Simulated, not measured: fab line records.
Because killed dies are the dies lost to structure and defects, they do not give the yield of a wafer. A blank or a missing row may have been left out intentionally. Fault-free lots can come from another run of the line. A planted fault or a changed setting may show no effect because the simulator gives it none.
Matching of chambers :: flow nand_harc :: NHARC_A_CONTACT_DEP_85 on pecvd-01: 3 sister chambers
The step deposits SiON, target thk 50 nm. 18 wafers are shown with their chamber, then 9 later ones without.

## WAFERS PAIRED WITH THEIR CHAMBERS
wafer: L075.2
chamber: 1
heater_power_w (W): 781
heater_power_outer_w (W): 472
chamber_pressure_Torr (Torr): 3.504

wafer: L075.3
chamber: 2
heater_power_w (W): 844
heater_power_outer_w (W): 488
chamber_pressure_Torr (Torr): 3.494

wafer: L075.6
chamber: 0
heater_power_w (W): 661
heater_power_outer_w (W): 379
chamber_pressure_Torr (Torr): 3.501

wafer: L074.1
chamber: 2
heater_power_w (W): 883
heater_power_outer_w (W): 512
chamber_pressure_Torr (Torr): 3.510

wafer: L074.3
chamber: 1
heater_power_w (W): 846
heater_power_outer_w (W): 515
chamber_pressure_Torr (Torr): 3.492

wafer: L074.5
chamber: 2
heater_power_w (W): 893
heater_power_outer_w (W): 512
chamber_pressure_Torr (Torr): 3.503

wafer: L078.2
chamber: 0
heater_power_w (W): 673
heater_power_outer_w (W): 381
chamber_pressure_Torr (Torr): 3.501

wafer: L078.5
chamber: 1
heater_power_w (W): 751
heater_power_outer_w (W): 442
chamber_pressure_Torr (Torr): 3.509

wafer: L078.6
chamber: 2
heater_power_w (W): 837
heater_power_outer_w (W): 458
chamber_pressure_Torr (Torr): 3.494

wafer: L076.1
chamber: 2
heater_power_w (W): 771
heater_power_outer_w (W): 434
chamber_pressure_Torr (Torr): 3.483

wafer: L076.2
chamber: 1
heater_power_w (W): 813
heater_power_outer_w (W): 489
chamber_pressure_Torr (Torr): 3.507

wafer: L076.5
chamber: 2
heater_power_w (W): 796
heater_power_outer_w (W): 424
chamber_pressure_Torr (Torr): 3.490

wafer: L087.1
chamber: 0
heater_power_w (W): 591
heater_power_outer_w (W): 335
chamber_pressure_Torr (Torr): 3.501

wafer: L087.2
chamber: 1
heater_power_w (W): 807
heater_power_outer_w (W): 467
chamber_pressure_Torr (Torr): 3.489

wafer: L087.3
chamber: 2
heater_power_w (W): 792
heater_power_outer_w (W): 422
chamber_pressure_Torr (Torr): 3.492

wafer: L091.1
chamber: 2
heater_power_w (W): 818
heater_power_outer_w (W): 453
chamber_pressure_Torr (Torr): 3.506

wafer: L091.3
chamber: 0
heater_power_w (W): 655
heater_power_outer_w (W): 393
chamber_pressure_Torr (Torr): 3.510

wafer: L091.5
chamber: 0
heater_power_w (W): 663
heater_power_outer_w (W): 420
chamber_pressure_Torr (Torr): 3.502

SIGNATURES, as means of the wafers listed above
reading: heater_power_w
chamber 0: 648.60
chamber 1: 799.60
chamber 2: 829.25
scatter within a chamber: 38.9

reading: heater_power_outer_w
chamber 0: 381.60
chamber 1: 477.00
chamber 2: 462.88
scatter within a chamber: 33

reading: chamber_pressure_Torr
chamber 0: 3.50300
chamber 1: 3.50020
chamber 2: 3.49650
scatter within a chamber: 0.00802
Rule: distance of a wafer from a chamber = root of the sum over the readings of ((wafer's reading minus chamber's mean) / reading's scatter) squared. The wafer belongs to the nearest chamber; if the next one is less than 2 further off, it can't be placed. The scatter: take each reading less its chamber's mean, square it, sum over the shown wafers, divide by the number of wafers less the number of chambers, and take the root.

## WAFERS WITHOUT THEIR CHAMBER
wafer: L089.1
heater_power_w (W): 618
heater_power_outer_w (W): 361
chamber_pressure_Torr (Torr): 3.501

wafer: L089.4
heater_power_w (W): 829
heater_power_outer_w (W): 454
chamber_pressure_Torr (Torr): 3.497

wafer: L089.5
heater_power_w (W): 755
heater_power_outer_w (W): 450
chamber_pressure_Torr (Torr): 3.489

wafer: L094.1
heater_power_w (W): 642
heater_power_outer_w (W): 392
chamber_pressure_Torr (Torr): 3.507

wafer: L094.3
heater_power_w (W): 783
heater_power_outer_w (W): 421
chamber_pressure_Torr (Torr): 3.509

wafer: L094.5
heater_power_w (W): 792
heater_power_outer_w (W): 417
chamber_pressure_Torr (Torr): 3.504

wafer: L096.1
heater_power_w (W): 780
heater_power_outer_w (W): 483
chamber_pressure_Torr (Torr): 3.504

wafer: L096.4
heater_power_w (W): 791
heater_power_outer_w (W): 472
chamber_pressure_Torr (Torr): 3.505

wafer: L096.5
heater_power_w (W): 593
heater_power_outer_w (W): 343
chamber_pressure_Torr (Torr): 3.493

## THE CHAMBER EACH PASSED THROUGH
wafer: L089.1
from the rows above: 0
in truth: 0

wafer: L089.4
from the rows above: can't be placed: 2 or 1
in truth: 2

wafer: L089.5
from the rows above: can't be placed: 1 or 2 or 0
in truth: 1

wafer: L094.1
from the rows above: 0
in truth: 0

wafer: L094.3
from the rows above: can't be placed: 1 or 2 or 0
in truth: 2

wafer: L094.5
from the rows above: can't be placed: 1 or 2 or 0
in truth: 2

wafer: L096.1
from the rows above: can't be placed: 1 or 2
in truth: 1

wafer: L096.4
from the rows above: can't be placed: 1 or 2
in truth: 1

wafer: L096.5
from the rows above: 0
in truth: 0
Placed correctly: 3 of 9. From these rows, 6 cannot be placed; in 6 the true chamber is one of the candidates. Placed wrongly: 0.
